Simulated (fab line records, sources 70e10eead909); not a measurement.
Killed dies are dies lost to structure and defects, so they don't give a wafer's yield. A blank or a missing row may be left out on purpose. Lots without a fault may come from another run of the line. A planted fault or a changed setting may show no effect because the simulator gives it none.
A struck lot beside a sound one | flow nand_harc | 14 steps out of a route of 1159
Sound: wafers L943.1, L943.2, L943.6. Struck: wafer L953.2. (L953.6 of the same lot was not struck and is left out.) The cause comes at the end.
At each step with rows: each side's tool, then ch and its chambers, then its first start. Under that, the readings that differ: sound wafers | struck wafers | difference of the means | sigmas: that difference in standard deviations of wafers without a fault.
alike: readings whose means differ by less than 2 such deviations, and words and numbers that are the same on both sides. not compared: withheld readings, readings that some wafer has no value for, bounds like >300 that may hide the same value, and numbers for which the record gives no deviation and whose values overlap.
The two part at a step that has a row with sigmas, a row that says differs or no value, or rows on one side only. Numbers that don't overlap but have no deviation are shown without sigmas and don't part them. A reading that every wafer of one side lacks parts them only if that side has two wafers or more.

first, 1 step without rows for these wafers: NHARC_A_ONON_D1_DEP_00 (target thk 1000 nm).
NHARC_A_ONON_D1_THK_MEAS_02: measures by ellipsometry.
  sound on film_metro-02, day 8 04:15; struck on film_metro-02, day 11 08:15
  alike: thk_nm
then, 1 step without rows for these wafers: NHARC_A_ONON_D1_DEP_03 (target thk 1000 nm).
NHARC_A_ONON_D1_THK_MEAS_05: measures by ellipsometry.
  sound on film_metro-01, day 8 04:49; struck on film_metro-01, day 11 08:49
  reading     | sound       | struck | difference | sigmas
  thk_nm (nm) | 972 973 972 | 1001   | +29        | +3
then, 1 step without rows for these wafers: NHARC_A_ONON_D1_DEP_06 (target thk 1000 nm).
NHARC_A_ONON_D1_THK_MEAS_08: measures by ellipsometry.
  sound on film_metro-01, day 8 05:23; struck on film_metro-02, day 11 09:23
  alike: thk_nm
then, 1 step without rows for these wafers: NHARC_A_ONON_D1_DEP_09 (target thk 1000 nm).
NHARC_A_ONON_D1_THK_MEAS_11: measures by ellipsometry.
  sound on film_metro-02, day 8 05:57; struck on film_metro-01, day 11 09:57
  alike: thk_nm
then, 1 step without rows for these wafers: NHARC_A_ONON_D1_DEP_12 (target thk 1000 nm).
NHARC_A_ONON_D1_THK_MEAS_14: measures by ellipsometry.
  sound on film_metro-02, day 8 06:31; struck on film_metro-02, day 11 10:31
  alike: thk_nm
then, 1 step without rows for these wafers: NHARC_A_ONON_D1_ANNEAL_15 (time 3600 s).
NHARC_A_ONON_D1_DEP_16: target thk 1000 nm.
  sound on pecvd_onon-01 ch 0, day 8 14:06; struck on pecvd_onon-01 ch 0, day 11 18:43
  alike: susceptor_temp_C
NHARC_A_ONON_D1_THK_MEAS_18: measures by ellipsometry.
  sound on film_metro-02, day 8 14:37; struck on film_metro-02, day 11 19:10
  reading     | sound       | struck | difference | sigmas
  thk_nm (nm) | 996 998 996 | 1095   | +98        | +9
then, 1 step without rows for these wafers: NHARC_A_ONON_D1_DEP_19 (target thk 1000 nm).

WHERE THEY PART
First at NHARC_A_ONON_D1_THK_MEAS_05; last, within this record, at NHARC_A_ONON_D1_THK_MEAS_18.

WHY: what the simulator had put in
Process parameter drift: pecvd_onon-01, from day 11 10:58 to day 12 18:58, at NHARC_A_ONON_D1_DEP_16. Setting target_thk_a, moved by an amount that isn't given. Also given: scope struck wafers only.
